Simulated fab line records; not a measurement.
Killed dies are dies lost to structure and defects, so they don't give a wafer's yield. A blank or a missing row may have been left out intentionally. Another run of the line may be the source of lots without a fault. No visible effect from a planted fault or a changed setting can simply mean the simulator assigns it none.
The tool behind it: which one?	flow nand_harc	Sampling: 24 lots, 72 wafers, 6 of 1159 route steps

== WHAT THE GAUGES SHOWED, per wafer ==
NHARC_P_GATE_CD_MEAS_26: the cd target is 120 nm. Usual: cd_nm reads 119.9 nm (standard deviation 1.2).
lot	measured	on	cd_nm (nm)	flag
L074	day 4 11:40	cd_sem-03	120.8 120.6 119.7	
L075	day 5 05:53	cd_sem-03	120.8 121.0 119.7	
L076	day 5 05:16	cd_sem-03	118.9 119.5 118.6	
L077	day 5 09:10	cd_sem-02	119.9 117.9 119.8	
L078	day 5 09:01	cd_sem-01	121.8 121.2 121.4	
L079	day 5 21:58	cd_sem-03	119.9 119.9 120.1	
L080	day 6 05:35	cd_sem-01	119.2 118.0 120.1	
L081	day 6 12:55	cd_sem-01	119.3 117.4 118.2	
L082	day 6 18:47	cd_sem-02	121.5 121.0 121.7	
L083	day 6 18:56	cd_sem-03	121.4 121.6 120.7	
L084	day 7 00:04	cd_sem-02	121.0 121.3 121.1	
L085	day 7 20:51	cd_sem-02	119.4 119.5 118.4	
L086	day 7 21:21	cd_sem-03	119.6 120.0 120.6	
L087	day 7 21:11	cd_sem-01	120.9 120.4 120.4	
L088	day 7 20:32	cd_sem-01	119.2 118.2 119.2	
L089	day 8 15:49	cd_sem-01	120.2 120.5 121.0	
L090	day 8 16:26	cd_sem-03	121.0 121.7 120.1	
L091	day 8 21:10	cd_sem-03	118.9 119.5 118.4	
L092	day 9 10:32	cd_sem-02	120.4 120.8 121.0	
L093	day 9 10:21	cd_sem-02	118.1 119.3 119.0	
L094	day 9 19:35	cd_sem-01	120.0 120.2 121.3	
L095	day 9 19:22	cd_sem-02	120.2 119.3 119.1	
L096	day 10 11:05	cd_sem-01	120.1 118.0 119.3	
L097	day 10 11:50	cd_sem-03	119.4 117.8 120.3	

NHARC_P_CONTACT_CD_MEAS_19. Usual: cd_nm reads 90.8 nm (standard deviation 2).
lot	measured	on	cd_nm (nm)	flag
L074	day 5 09:05	cd_sem-03	91.8 88.5 90.4	
L075	day 6 03:59	cd_sem-02	88.9 93.2 93.9	
L076	day 6 02:54	cd_sem-02	89.2 89.5 93.6	
L077	day 6 11:39	cd_sem-03	91.2 91.7 93.7	
L078	day 6 07:24	cd_sem-01	91.1 89.3 90.4	
L079	day 6 19:34	cd_sem-03	89.8 90.0 89.6	
L080	day 7 03:33	cd_sem-02	89.9 90.6 91.4	
L081	day 7 10:17	cd_sem-01	88.6 86.6 90.6	
L082	day 7 15:56	cd_sem-03	87.3 91.1 89.0	
L083	day 7 17:02	cd_sem-02	90.6 89.9 91.9	
L084	day 7 21:18	cd_sem-02	87.0 88.5 89.5	
L085	day 8 18:57	cd_sem-03	90.7 91.7 94.2	
L086	day 8 19:30	cd_sem-01	91.6 89.4 91.4	
L087	day 9 00:37	cd_sem-02	89.2 89.1 88.2	
L088	day 8 18:01	cd_sem-01	91.8 91.2 87.6	
L089	day 9 13:13	cd_sem-02	88.5 88.4 88.3	
L090	day 9 14:23	cd_sem-01	92.0 86.3 90.8	
L091	day 9 18:22	cd_sem-03	91.0 90.5 94.8	
L092	day 10 08:46	cd_sem-01	90.8 88.6 89.6	
L093	day 10 07:53	cd_sem-03	89.9 89.8 90.9	
L094	day 10 17:25	cd_sem-02	92.7 93.8 94.4	
L095	day 10 17:07	cd_sem-02	88.9 87.6 89.0	
L096	day 11 08:32	cd_sem-03	93.0 92.0 93.4	
L097	day 11 09:38	cd_sem-01	87.4 91.1 89.4	

== WHICH TOOL RAN EACH LOT (tool, then ch and the chambers of the sampled wafers, then the start) ==
lot	NHARC_P_ZERO_WELL_DESCUM_13	NHARC_P_ZERO_WELL_ETCH_62	NHARC_P_GATE_STRIP_95	NHARC_P_CONTACT_ETCH_18
L074	rie_diel-10 ch 0,1, day 1 13:17	rie_diel-10 ch 0,1, day 4 11:40 or earlier	plasma_asher-02 ch 0,1, day 5 04:28	rie_diel-11 ch 2,3, day 5 09:05 or earlier
L075	rie_diel-10 ch 0,1,3, day 1 19:25	rie_diel-10 ch 1,3, day 5 05:53 or earlier	plasma_asher-01 ch 0,1, day 5 23:17	rie_diel-13 ch 0,1, day 6 03:59 or earlier
L076	rie_diel-02 ch 1,2, day 2 01:32	rie_diel-02 ch 1,2, day 5 05:16 or earlier	plasma_asher-01 ch 0,1, day 5 22:20	rie_diel-11 ch 1,2, day 6 02:54 or earlier
L077	rie_diel-02 ch 1,3, day 2 07:20	rie_diel-02 ch 1,2, day 5 09:10 or earlier	plasma_asher-01 ch 0,1, day 6 07:07	rie_diel-11 ch 0,1,2, day 6 11:39 or earlier
L078	rie_diel-12 ch 0,3, day 2 13:21	rie_diel-12 ch 0,3, day 5 09:01 or earlier	plasma_asher-02 ch 0,1, day 6 02:36	rie_diel-01 ch 0,1,2, day 6 07:24 or earlier
L079	rie_diel-12 ch 1,2,3, day 2 19:25	rie_diel-12 ch 0,2,3, day 5 21:58 or earlier	plasma_asher-02 ch 0,1, day 6 14:47	rie_diel-11 ch 1,2,3, day 6 19:34 or earlier
L080	rie_diel-10 ch 0,2, day 3 01:26	rie_diel-10 ch 1,2, day 6 05:35 or earlier	plasma_asher-01 ch 1, day 6 23:01	rie_diel-13 ch 1,3, day 7 03:33 or earlier
L081	rie_diel-12 ch 0,3, day 3 07:24	rie_diel-12 ch 1,2,3, day 6 12:55 or earlier	plasma_asher-01 ch 0, day 7 05:46	rie_diel-01 ch 0,1,2, day 7 10:17 or earlier
L082	rie_diel-12 ch 1,2, day 3 13:52	rie_diel-12 ch 1,2, day 6 18:47 or earlier	plasma_asher-01 ch 0,1, day 7 11:26	rie_diel-01 ch 1,2, day 7 15:56 or earlier
L083	rie_diel-02 ch 1,3, day 3 19:17	rie_diel-02 ch 0,2, day 6 18:56 or earlier	plasma_asher-02 ch 0,1, day 7 12:05	rie_diel-01 ch 0,2,3, day 7 17:02 or earlier
L084	rie_diel-10 ch 0,1, day 4 01:17	rie_diel-10 ch 1,2, day 7 00:04 or earlier	plasma_asher-02 ch 0,1, day 7 16:45	rie_diel-01 ch 0,3, day 7 21:18 or earlier
L085	rie_diel-10 ch 1,2,3, day 4 07:17	rie_diel-10 ch 0,1,3, day 7 20:51 or earlier	plasma_asher-01 ch 0,1, day 8 14:03	rie_diel-11 ch 0,1,2, day 8 18:57 or earlier
L086	rie_diel-10 ch 0,1, day 4 13:26	rie_diel-10 ch 0,2,3, day 7 21:21 or earlier	plasma_asher-02 ch 0,1, day 8 14:22	rie_diel-13 ch 0,2,3, day 8 19:30 or earlier
L087	rie_diel-10 ch 2,3, day 4 19:24	rie_diel-10 ch 1,2,3, day 7 21:11 or earlier	plasma_asher-01 ch 0,1, day 8 20:06	rie_diel-01 ch 1,2, day 9 00:37 or earlier
L088	rie_diel-12 ch 0,3, day 5 01:24	rie_diel-12 ch 0,1,3, day 7 20:32 or earlier	plasma_asher-02 ch 0, day 8 13:27	rie_diel-01 ch 1,2, day 8 18:01 or earlier
L089	rie_diel-10 ch 0,2,3, day 5 07:18	rie_diel-10 ch 0,2,3, day 8 15:49 or earlier	plasma_asher-01 ch 0,1, day 9 08:41	rie_diel-01 ch 0,2, day 9 13:13 or earlier
L090	rie_diel-02 ch 0,1,2, day 5 13:24	rie_diel-02 ch 0,2,3, day 8 16:26 or earlier	plasma_asher-02 ch 0, day 9 09:09	rie_diel-13 ch 1,3, day 9 14:23 or earlier
L091	rie_diel-10 ch 0,2,3, day 5 19:18	rie_diel-10 ch 0,1, day 8 21:10 or earlier	plasma_asher-01 ch 0,1, day 9 13:53	rie_diel-01 ch 1,2,3, day 9 18:22 or earlier
L092	rie_diel-02 ch 2,3, day 6 01:25	rie_diel-02 ch 1,3, day 9 10:32 or earlier	plasma_asher-01 ch 0,1, day 10 04:14	rie_diel-13 ch 0,1,3, day 10 08:46 or earlier
L093	rie_diel-02 ch 0,1,3, day 6 07:29	rie_diel-02 ch 0,2,3, day 9 10:21 or earlier	plasma_asher-02 ch 0,1, day 10 03:23	rie_diel-13 ch 1,2,3, day 10 07:53 or earlier
L094	rie_diel-10 ch 2,3, day 6 13:25	rie_diel-10 ch 0,3, day 9 19:35 or earlier	plasma_asher-02 ch 0,1, day 10 12:22	rie_diel-11 ch 1,2,3, day 10 17:25 or earlier
L095	rie_diel-02 ch 0,1, day 6 19:25	rie_diel-02 ch 0,1,2, day 9 19:22 or earlier	plasma_asher-01 ch 0,1, day 10 12:08	rie_diel-01 ch 0,2, day 10 17:07 or earlier
L096	rie_diel-10 ch 0,3, day 7 01:25	rie_diel-10 ch 2,3, day 10 11:05 or earlier	plasma_asher-02 ch 0,1, day 11 03:58	rie_diel-11 ch 1,2,3, day 11 08:32 or earlier
L097	rie_diel-10 ch 0,3, day 7 07:19	rie_diel-10 ch 0,3, day 10 11:50 or earlier	plasma_asher-01 ch 0,1, day 11 04:33	rie_diel-01 ch 2,3, day 11 09:38 or earlier
- NHARC_P_ZERO_WELL_DESCUM_13: chemistry O2, time 3 s.
- NHARC_P_ZERO_WELL_ETCH_62: etches the open film in CHF3/Ar, target depth 13 nm, time 6.5 s.
- NHARC_P_GATE_STRIP_95: strips in O2.
- NHARC_P_CONTACT_ETCH_18: etches the open film in C4F8/O2/Ar, target depth 481 nm, time 240.5 s.

== WHAT THE TOOLS THEMSELVES READ (means of the sampled wafers that have a number; where no wafer has one, the mark that the record gives instead) ==
NHARC_P_ZERO_WELL_DESCUM_13. Usual: drypump_motor_current_A 5.8 A, standard deviation 0.44; oes_product_au 0.999 a.u., standard deviation 0.013; rf_vpp_V 58.0 V, standard deviation 0.78; showerhead_plenum_p_Torr 1.94 Torr, standard deviation 0.062; throttle_valve_pct 11.310 %, standard deviation 0.0098.
lot	tool	drypump_motor_current_A (A)	oes_product_au (a.u.)	rf_vpp_V (V)	showerhead_plenum_p_Torr (Torr)	throttle_valve_pct (%)	flag
L074	rie_diel-10	6.2	0.993	58.4	1.89	11.308	
L075	rie_diel-10	6.1	0.994	58.1	1.93	11.307	
L076	rie_diel-02	6.2	1.004	58.2	2.00	11.310	
L077	rie_diel-02	6.1	0.999	57.3	1.91	11.321	
L078	rie_diel-12	5.2	1.015	57.9	1.98	11.306	
L079	rie_diel-12	5.4	1.008	58.0	1.97	11.305	
L080	rie_diel-10	5.7	1.008	57.9	1.85	11.318	
L081	rie_diel-12	5.2	0.999	58.7	1.98	11.305	
L082	rie_diel-12	5.1	1.018	57.4	1.94	11.306	
L083	rie_diel-02	6.1	0.989	58.0	1.91	11.312	
L084	rie_diel-10	5.9	0.995	58.1	1.91	11.308	
L085	rie_diel-10	6.1	0.991	57.8	1.90	11.309	
L086	rie_diel-10	5.9	0.985	58.2	1.91	11.318	
L087	rie_diel-10	6.0	0.979	58.2	1.94	11.310	
L088	rie_diel-12	5.2	1.002	58.2	1.98	11.315	
L089	rie_diel-10	5.8	1.001	57.4	1.91	11.319	
L090	rie_diel-02	5.9	1.005	58.4	1.97	11.308	
L091	rie_diel-10	5.8	0.991	57.7	1.91	11.308	
L092	rie_diel-02	6.1	1.000	58.5	1.96	11.307	
L093	rie_diel-02	5.9	1.001	57.7	1.93	11.308	
L094	rie_diel-10	6.0	0.996	57.5	1.94	11.318	
L095	rie_diel-02	5.7	1.006	58.7	1.95	11.321	
L096	rie_diel-10	5.9	0.985	57.6	1.97	11.296	
L097	rie_diel-10	5.9	0.988	57.7	1.97	11.303	

NHARC_P_ZERO_WELL_ETCH_62. Usual: bias_w 199.9 W, standard deviation 0.66; drypump_motor_current_A 5.8 A, standard deviation 0.42; oes_product_au 0.962 a.u., standard deviation 0.017; rf_vpp_V 371.3 V, standard deviation 1.8; showerhead_plenum_p_Torr 2.38 Torr, standard deviation 0.075; throttle_valve_pct 20.217 %, standard deviation 0.0094.
lot	tool	bias_w (W)	drypump_motor_current_A (A)	oes_product_au (a.u.)	rf_vpp_V (V)	showerhead_plenum_p_Torr (Torr)	throttle_valve_pct (%)	flag
L074	rie_diel-10	200.0	5.9	0.955	370.6	2.34	20.214	
L075	rie_diel-10	200.1	6.2	0.949	371.8	2.40	20.217	
L076	rie_diel-02	200.1	6.1	0.955	372.9	2.45	20.216	
L077	rie_diel-02	199.7	6.1	0.970	372.3	2.45	20.220	
L078	rie_diel-12	199.8	5.4	0.968	372.3	2.42	20.227	
L079	rie_diel-12	200.2	5.3	0.971	373.0	2.44	20.212	
L080	rie_diel-10	199.4	6.0	0.959	368.7	2.26	20.221	
L081	rie_diel-12	200.8	5.3	0.980	371.7	2.41	20.222	
L082	rie_diel-12	200.9	5.3	0.939	372.0	2.43	20.224	
L083	rie_diel-02	200.0	5.9	0.980	372.3	2.42	20.217	
L084	rie_diel-10	199.7	6.2	0.972	369.6	2.28	20.221	
L085	rie_diel-10	200.6	6.1	0.960	371.2	2.37	20.212	
L086	rie_diel-10	200.2	5.8	0.948	370.7	2.34	20.223	
L087	rie_diel-10	199.7	6.1	0.963	370.2	2.33	20.222	
L088	rie_diel-12	199.6	5.2	0.981	372.2	2.39	20.218	
L089	rie_diel-10	199.5	5.8	0.958	370.9	2.34	20.209	
L090	rie_diel-02	199.0	5.9	0.958	371.8	2.37	20.217	
L091	rie_diel-10	199.8	5.9	0.973	370.1	2.34	20.215	
L092	rie_diel-02	200.7	6.1	0.967	371.7	2.39	20.220	
L093	rie_diel-02	199.9	5.9	0.974	371.8	2.37	20.221	
L094	rie_diel-10	199.8	5.9	0.921	371.6	2.41	20.223	
L095	rie_diel-02	199.8	5.9	0.968	372.0	2.41	20.224	
L096	rie_diel-10	200.1	5.9	0.948	370.2	2.30	20.212	
L097	rie_diel-10	198.8	5.9	0.937	373.0	2.41	20.216	

NHARC_P_GATE_STRIP_95. Usual: drypump_motor_current_A 5.61 A, standard deviation 0.29; heater_power_w 308 W, standard deviation 11.
lot	tool	drypump_motor_current_A (A)	heater_power_w (W)	flag
L074	plasma_asher-02	5.88	303	
L075	plasma_asher-01	5.34	309	
L076	plasma_asher-01	5.34	308	
L077	plasma_asher-01	5.52	316	
L078	plasma_asher-02	5.76	301	
L079	plasma_asher-02	5.75	305	
L080	plasma_asher-01	5.70	321	
L081	plasma_asher-01	5.17	300	
L082	plasma_asher-01	5.52	319	
L083	plasma_asher-02	5.76	305	
L084	plasma_asher-02	5.78	307	
L085	plasma_asher-01	5.51	316	
L086	plasma_asher-02	5.86	304	
L087	plasma_asher-01	5.51	319	
L088	plasma_asher-02	5.96	306	
L089	plasma_asher-01	5.35	311	
L090	plasma_asher-02	5.97	283	
L091	plasma_asher-01	5.52	314	
L092	plasma_asher-01	5.35	313	
L093	plasma_asher-02	5.78	301	
L094	plasma_asher-02	5.88	289	
L095	plasma_asher-01	5.51	317	
L096	plasma_asher-02	5.88	291	
L097	plasma_asher-01	5.36	312	

NHARC_P_CONTACT_ETCH_18. Usual: bias_w 1500 W, standard deviation 4.8; oes_product_au 0.966 a.u., standard deviation 0.02; rf_vpp_V 978 V, standard deviation 6.
lot	tool	bias_w (W)	oes_product_au (a.u.)	rf_vpp_V (V)	flag
L074	rie_diel-11	1493	0.969	984	
L075	rie_diel-13	1502	0.977	970	
L076	rie_diel-11	1500	0.960	980	
L077	rie_diel-11	1504	0.977	980	
L078	rie_diel-01	1499	0.987	977	
L079	rie_diel-11	1502	0.959	980	
L080	rie_diel-13	1502	0.960	976	
L081	rie_diel-01	1498	0.986	977	
L082	rie_diel-01	1500	0.981	981	
L083	rie_diel-01	1496	0.982	975	
L084	rie_diel-01	1494	0.965	971	
L085	rie_diel-11	1504	0.962	981	
L086	rie_diel-13	1503	0.935	978	
L087	rie_diel-01	1500	0.977	981	
L088	rie_diel-01	1500	0.974	981	
L089	rie_diel-01	1503	0.945	979	
L090	rie_diel-13	1502	0.964	975	
L091	rie_diel-01	1494	0.978	977	
L092	rie_diel-13	1501	0.966	971	
L093	rie_diel-13	1496	0.972	979	
L094	rie_diel-11	1496	0.980	980	
L095	rie_diel-01	1493	0.995	975	
L096	rie_diel-11	1502	0.935	980	
L097	rie_diel-01	1498	0.944	975	

== THE ANSWER, worked out from the rows above alone ==
Rule: a lot is off if the mean of its wafers that have a number lies more than 3 standard deviations from the usual mean. A lot without any number at a reading at which 4 lots or more have one is off too. All remaining lots with rows at the step are treated as sound. After the gauges, taken in route order, come the tools' own readings; for these a lot's mean is taken, as printed above. The first step at which some lot is off is used, and at that step the reading that is off furthest; a lot without a number counts as furthest.
Nothing can be told from this: no lot is off at any reading shown.

== WHAT HAD BEEN PUT IN BY THE SIMULATOR ==
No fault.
